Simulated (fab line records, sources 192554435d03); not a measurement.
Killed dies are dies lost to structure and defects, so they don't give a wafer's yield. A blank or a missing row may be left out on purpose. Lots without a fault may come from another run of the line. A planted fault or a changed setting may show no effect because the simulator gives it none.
Which tool did it? | flow n5_finfet | 11 lots, 31 wafers sampled, at 5 steps of a route of 1938

WHAT THE GAUGES READ, wafer by wafer
N5_BEOL_M2_THK_MEAS_01.
lot  | measured     | on            | M2_ILD_THK (nm)
L184 | day 7 01:42  | film_metro-01 | 79.6 80.3 81.6
L187 | day 8 01:53  | film_metro-02 | 78.3 79.4
L189 | day 8 05:29  | film_metro-01 | 79.6 78.4 81.5
L191 | day 8 15:19  | film_metro-01 | 79.5 78.5 80.5
L195 | day 9 10:10  | film_metro-02 | 78.7 78.7
L196 | day 9 19:12  | film_metro-01 | 77.8 79.3 79.0
L203 | day 11 03:59 | film_metro-01 | 120.3 120.4 80.1
L204 | day 11 17:14 | film_metro-01 | 79.2 78.9 79.7
L205 | day 11 23:05 | film_metro-02 | 118.9 119.8 78.7
L206 | day 12 06:49 | film_metro-02 | 119.8 79.2 79.3
L207 | day 12 09:20 | film_metro-02 | 78.8 81.1 81.7

WHICH TOOL RAN EACH LOT (tool, then ch and the chambers of the sampled wafers, then the start)
lot  | N5_BEOL_M1_SPUTTER_90        | N5_BEOL_M1_SPUTTER_94        | N5_BEOL_M1_SPUTTER_96        | N5_BEOL_M2_ILD_DEP_00
L184 | pvd_sputter-01, day 6 23:07  | pvd_sputter-01, day 6 23:33  | pvd_sputter-01, day 6 23:46  | pecvd-02 ch 1,2, day 7 01:38
L187 | pvd_sputter-01, day 7 23:58  | pvd_sputter-01, day 8 00:25  | pvd_sputter-01, day 8 00:38  | pecvd-01 ch 1,2, day 8 01:50
L189 | pvd_sputter-02, day 8 03:32  | pvd_sputter-02, day 8 03:58  | pvd_sputter-02, day 8 04:11  | pecvd-01 ch 0,1,2, day 8 05:25
L191 | pvd_sputter-01, day 8 13:29  | pvd_sputter-01, day 8 13:55  | pvd_sputter-01, day 8 14:08  | pecvd-01 ch 0,1,2, day 8 15:15
L195 | pvd_sputter-01, day 9 08:18  | pvd_sputter-01, day 9 08:44  | pvd_sputter-01, day 9 08:58  | pecvd-01 ch 0,2, day 9 10:06
L196 | pvd_sputter-01, day 9 17:20  | pvd_sputter-01, day 9 17:47  | pvd_sputter-01, day 9 18:00  | pecvd-01 ch 0,2, day 9 19:08
L203 | pvd_sputter-01, day 11 02:08 | pvd_sputter-01, day 11 02:35 | pvd_sputter-01, day 11 02:48 | pecvd-01 ch 0,1,2, day 11 03:55
L204 | pvd_sputter-01, day 11 15:24 | pvd_sputter-01, day 11 15:50 | pvd_sputter-01, day 11 16:04 | pecvd-02 ch 0,2, day 11 17:10
L205 | pvd_sputter-01, day 11 21:15 | pvd_sputter-01, day 11 21:41 | pvd_sputter-01, day 11 21:55 | pecvd-01 ch 0,2, day 11 23:01
L206 | pvd_sputter-02, day 12 04:58 | pvd_sputter-02, day 12 05:25 | pvd_sputter-02, day 12 05:38 | pecvd-01 ch 0,1, day 12 06:45
L207 | pvd_sputter-03, day 12 07:29 | pvd_sputter-03, day 12 07:56 | pvd_sputter-03, day 12 08:09 | pecvd-04 ch 0,2, day 12 09:16
- N5_BEOL_M1_SPUTTER_90: material Cu, target thk 4.5 nm, time 8.29 s.
- N5_BEOL_M1_SPUTTER_94: material Cu, target thk 4.5 nm, time 8.29 s.
- N5_BEOL_M1_SPUTTER_96: material Cu, target thk 4.5 nm, time 8.29 s.
- N5_BEOL_M2_ILD_DEP_00: deposits SiOC from DEMS/O2, target thk 79 nm, time 15.3 s.

THE ANSWER, worked out from the rows above alone
Rule: what is usual is taken from the lots themselves. Put in order of their means at a reading, lots are off if they are a third of the lots or fewer, leave a main group of 4 or more, and stand apart from it by a gap of 3 or more times the standard deviation of the main group's means; of several such gaps the widest counts. A main group whose means are all the same, to the digits that the tables above print for the reading, isn't used. A lot without any number at a reading at which 4 lots or more have one is off too. The other lots that the step has rows for count as sound.
Off: L203, L205, L206, at N5_BEOL_M2_THK_MEAS_01 (M2_ILD_THK). The main group: mean 79.5 nm, standard deviation 0.7.
A tool fits if, at a process step before that reading, it ran every lot that is off, and no sound lot after the first of them. The gauges at N5_BEOL_M2_THK_MEAS_01 are tried like those tools. One fits: pecvd-01 at N5_BEOL_M2_ILD_DEP_00. Its last sound lot is L196 (day 9 19:08), its first lot that is off L203 (day 11 03:55): a fault that began between those two fits.

WHAT THE SIMULATOR HAD PUT IN
Process parameter drift: pecvd-01, from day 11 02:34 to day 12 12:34, at N5_BEOL_M2_ILD_DEP_00. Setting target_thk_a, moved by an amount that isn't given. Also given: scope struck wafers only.
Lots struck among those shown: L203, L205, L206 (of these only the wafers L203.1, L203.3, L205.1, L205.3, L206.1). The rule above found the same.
